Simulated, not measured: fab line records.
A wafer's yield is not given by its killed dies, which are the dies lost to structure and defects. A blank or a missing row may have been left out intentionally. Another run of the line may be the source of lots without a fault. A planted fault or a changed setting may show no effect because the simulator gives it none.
Which tool was responsible? || flow n5Finfet || 10 lots with 27 wafers sampled at 5 steps, on a route of 1938 steps

## WHAT THE GAUGES READ, wafer by wafer
N5_BEOL_M4_RC_MEAS_101.
{"lot": "L296", "measured": "day 8 07:52", "on": "prober-02", "DIBL_N (mV/V)": "36.7 37.2 35.3"}
{"lot": "L298", "measured": "day 9 02:08", "on": "prober-02", "DIBL_N (mV/V)": "34.0 36.0 33.7"}
{"lot": "L300", "measured": "day 9 07:03", "on": "prober-02", "DIBL_N (mV/V)": "36.1 37.1 35.4"}
{"lot": "L304", "measured": "day 10 09:34", "on": "prober-01", "DIBL_N (mV/V)": "36.5 35.9 37.2"}
{"lot": "L305", "measured": "day 10 08:38", "on": "prober-01", "DIBL_N (mV/V)": "34.8 36.7 36.9"}
{"lot": "L307", "measured": "day 10 18:20", "on": "prober-02", "DIBL_N (mV/V)": "34.3 36.0"}
{"lot": "L309", "measured": "day 11 15:58", "on": "prober-02", "DIBL_N (mV/V)": "40.4 35.7 37.5"}
{"lot": "L315", "measured": "day 12 22:20", "on": "prober-01", "DIBL_N (mV/V)": "34.8 36.9"}
{"lot": "L318", "measured": "day 13 23:32", "on": "prober-01", "DIBL_N (mV/V)": "35.2 36.4"}
{"lot": "L319", "measured": "day 14 08:04", "on": "prober-02", "DIBL_N (mV/V)": "36.7 37.4 35.5"}

## EACH LOT AND THE TOOL THAT RAN IT (in order: tool; ch and the chambers of the sampled wafers; start)
{"lot": "L296", "N5_BEOL_M0_ALD_136": "aldMetal-03 ch 0,1, day 5 19:12", "N5_BEOL_M0_SPUTTER_132": "pvdSputter-03, day 5 19:57", "N5_BEOL_M0_SPUTTER_141": "pvdSputter-03, day 5 20:11", "N5_BEOL_M0_CO_CAP_123": "cvdCo-02 ch 0,2, day 6 00:11"}
{"lot": "L298", "N5_BEOL_M0_ALD_136": "aldMetal-03 ch 1,3, day 6 17:00", "N5_BEOL_M0_SPUTTER_132": "pvdSputter-01, day 6 17:31", "N5_BEOL_M0_SPUTTER_141": "pvdSputter-01, day 6 17:45", "N5_BEOL_M0_CO_CAP_123": "cvdCo-01 ch 0,1,2, day 6 22:07"}
{"lot": "L300", "N5_BEOL_M0_ALD_136": "aldMetal-04 ch 0,1,2, day 6 19:34", "N5_BEOL_M0_SPUTTER_132": "pvdSputter-03, day 6 20:05", "N5_BEOL_M0_SPUTTER_141": "pvdSputter-03, day 6 20:19", "N5_BEOL_M0_CO_CAP_123": "cvdCo-01 ch 0,2, day 7 00:40"}
{"lot": "L304", "N5_BEOL_M0_ALD_136": "aldMetal-01 ch 1,2, day 8 02:20", "N5_BEOL_M0_SPUTTER_132": "pvdSputter-01, day 8 03:04", "N5_BEOL_M0_SPUTTER_141": "pvdSputter-01, day 8 03:18", "N5_BEOL_M0_CO_CAP_123": "cvdCo-02 ch 0,1,2, day 8 10:19"}
{"lot": "L305", "N5_BEOL_M0_ALD_136": "aldMetal-03 ch 1,2, day 8 03:26", "N5_BEOL_M0_SPUTTER_132": "pvdSputter-02, day 8 04:00", "N5_BEOL_M0_SPUTTER_141": "pvdSputter-02, day 8 04:14", "N5_BEOL_M0_CO_CAP_123": "cvdCo-02 ch 0,1,2, day 8 11:14"}
{"lot": "L307", "N5_BEOL_M0_ALD_136": "aldMetal-01 ch 0,1, day 8 12:05", "N5_BEOL_M0_SPUTTER_132": "pvdSputter-03, day 8 12:32", "N5_BEOL_M0_SPUTTER_141": "pvdSputter-03, day 8 12:47", "N5_BEOL_M0_CO_CAP_123": "cvdCo-02 ch 1,2, day 8 17:09"}
{"lot": "L309", "N5_BEOL_M0_ALD_136": "aldMetal-03 ch 0,1,3, day 9 08:02", "N5_BEOL_M0_SPUTTER_132": "pvdSputter-01, day 9 09:43", "N5_BEOL_M0_SPUTTER_141": "pvdSputter-01, day 9 09:58", "N5_BEOL_M0_CO_CAP_123": "cvdCo-01 ch 0,1,2, day 9 10:50"}
{"lot": "L315", "N5_BEOL_M0_ALD_136": "aldMetal-03 ch 1,3, day 11 01:01", "N5_BEOL_M0_SPUTTER_132": "pvdSputter-01, day 11 01:38", "N5_BEOL_M0_SPUTTER_141": "pvdSputter-01, day 11 01:53", "N5_BEOL_M0_CO_CAP_123": "cvdCo-02 ch 0,2, day 11 02:48"}
{"lot": "L318", "N5_BEOL_M0_ALD_136": "aldMetal-01 ch 1,2, day 11 14:49", "N5_BEOL_M0_SPUTTER_132": "pvdSputter-03, day 11 15:39", "N5_BEOL_M0_SPUTTER_141": "pvdSputter-03, day 11 15:53", "N5_BEOL_M0_CO_CAP_123": "cvdCo-02 ch 0,2, day 11 17:03"}
{"lot": "L319", "N5_BEOL_M0_ALD_136": "aldMetal-03 ch 0,1,2, day 11 22:34", "N5_BEOL_M0_SPUTTER_132": "pvdSputter-03, day 11 23:20", "N5_BEOL_M0_SPUTTER_141": "pvdSputter-03, day 11 23:34", "N5_BEOL_M0_CO_CAP_123": "cvdCo-01 ch 0,1,2, day 12 00:41"}
- N5_BEOL_M0_ALD_136: deposits TaN, pulse time 2 s, purge time 3 s, co reactant purge time 2 s.
- N5_BEOL_M0_SPUTTER_132: material Cu, target thk 4 nm, time 7.37 s.
- N5_BEOL_M0_SPUTTER_141: material Cu, target thk 4 nm, time 7.37 s.
- N5_BEOL_M0_CO_CAP_123: material Co, precursor CCTBA/H2, target thk 2 nm, time 102.1 s.

## THE ANSWER, worked out from the rows above alone
Rule: the lots themselves supply what counts as usual. The widest of any qualifying gaps counts: lots, ordered by their means at a reading, are off when they make up no more than a third of the lots, leave a main group of 4 or more, and stand apart from it by 3 or more times the standard deviation of that group's means. The tables above print the reading to a certain number of digits; a main group whose means all agree to those digits is not used. A lot without any number at a reading at which 4 lots or more have one is off too. All remaining lots with rows at the step are treated as sound.
Across all readings shown, no lot is off: no conclusion can be drawn from this.

## WHAT HAD BEEN PUT IN BY THE SIMULATOR
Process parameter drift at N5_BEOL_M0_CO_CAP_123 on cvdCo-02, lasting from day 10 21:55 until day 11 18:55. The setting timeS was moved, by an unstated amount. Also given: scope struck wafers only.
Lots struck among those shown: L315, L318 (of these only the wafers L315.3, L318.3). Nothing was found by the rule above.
